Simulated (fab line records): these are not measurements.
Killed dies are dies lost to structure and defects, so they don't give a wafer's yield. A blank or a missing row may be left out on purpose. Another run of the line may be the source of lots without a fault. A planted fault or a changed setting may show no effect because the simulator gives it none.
Code-filled problem report in 8D (eight disciplines) form / flow n5 finfet / the parts of the form that need people (team, actions taken, sign-off) are left out

1. THE PROBLEM
etch rf on time s at N5_MOL_CONTACT_COAG_ETCH_47 reads a mean of 36.1 s on 3 wafers of 2 lots; wafers without a fault read 31.1 s with a standard deviation of 0.35. Measured from the usual mean, that is +14 standard deviations.
The step: etches SiNx in CH3F/O2, stops on W, target depth 27 nm.
First seen on wafer L406.5, day 6 10:58, on rie diel-04. Wafers with a number at this step in the record: 27, from 9 lots. The rule behind "out" and "out of limits": a value lying over 4 standard deviations away from the usual mean. The other wafers with a number count as sound.

2. WHAT IT IS, AND WHAT IT ISN'T
question=which readings at this step | is=etch rf on time s | is not=chamber pressure mTorr, drypump motor current A, oes_o_777_au, rf vpp V, showerhead plenum p Torr
question=which lots | is=L406, L407 | is not=L403, L408, L413, L415, L416, L419, L424
question=which wafers of those lots | is=L406.5, L407.3, L407.5 | is not=L406.3, L406.6, L407.6
question=read on which tools | is=rie diel-04 | is not=rie diel-01, rie diel-06
question=when | is=from day 6 10:58 | is not=up to then (5 sound wafers); but 19 sound wafers of L407, L408, L413, L415, L416, L419, L424 came after

3. SUSPECTS, AND WHAT RULES EACH OUT
Counting: a tool at a process step up to the reading stays a suspect if it ran every lot that is out. Sound lots after the first of them don't rule it out here, since some wafers of a struck lot are sound.
- rie diel-04 at N5_MOL_CONTACT_COAG_VIA_ETCH_46 (etches SiO2 in C4F6/O2, target depth 46 nm, overetch 9.2 nm, time 40 s): kept. Every lot that is out went through it, the first being L406 (day 6 10:52); the last sound lot it ran before that was L403 (day 5 19:14).
- rie diel-04 at N5_MOL_CONTACT_COAG_ETCH_47 (etches SiNx in CH3F/O2, stops on W, target depth 27 nm): kept. Every lot that is out went through it, the first being L406 (day 6 10:58); the last sound lot it ran before that was L403 (day 5 19:20). Its own etch rf on time s readings are out on those wafers.
- In rie diel-04 at N5_MOL_CONTACT_COAG_VIA_ETCH_46, the wafers that are out were processed in chamber 2 and their sound lot-mates in chambers 1, 3.
- In rie diel-04 at N5_MOL_CONTACT_COAG_ETCH_47, the wafers that are out were processed in chamber 2 and their sound lot-mates in chambers 1, 3.
Remaining after the count are rie diel-04 at N5_MOL_CONTACT_COAG_VIA_ETCH_46 and rie diel-04 at N5_MOL_CONTACT_COAG_ETCH_47.

4. THE CAUSE (what the simulator had put in)
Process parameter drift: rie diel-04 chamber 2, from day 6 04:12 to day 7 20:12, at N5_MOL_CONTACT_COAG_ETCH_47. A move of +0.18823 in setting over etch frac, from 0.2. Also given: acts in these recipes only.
Counting left 2 suspects, and this tool is among them.

5. SEQUENCE OF EFFECTS, ordered by route
Each row: a reading where the mean over the struck wafers with a number is more than 3 standard deviations away from the usual. Only readings for which the record gives a usual standard deviation are gone through. hours: the time from each lot's start at the first step in this table that gives one to its start at this step, as a median over the lots. sigmas: the change in usual standard deviations.
hours=0; step=N5_MOL_CONTACT_COAG_ETCH_47; reading=etch rf on time s; usual=31.1 s; on struck wafers=36.1; change=+5.0; sigmas=+14
It contains these process steps:
- N5_MOL_CONTACT_COAG_ETCH_47: etches SiNx in CH3F/O2, stops on W, target depth 27 nm.
Later steps that measure or inspect, where all struck wafers having a row at the step show a number for every such reading and not one has moved that far: N5_MOL_CONTACT_COAG_CD_MEAS_40, N5_BEOL_M4_RC_MEAS_101.

6. WHAT WOULD HAVE CAUGHT IT SOONER
The fault began at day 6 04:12; the first out-of-limits reading in this record came at day 6 10:58, 7 hours later.
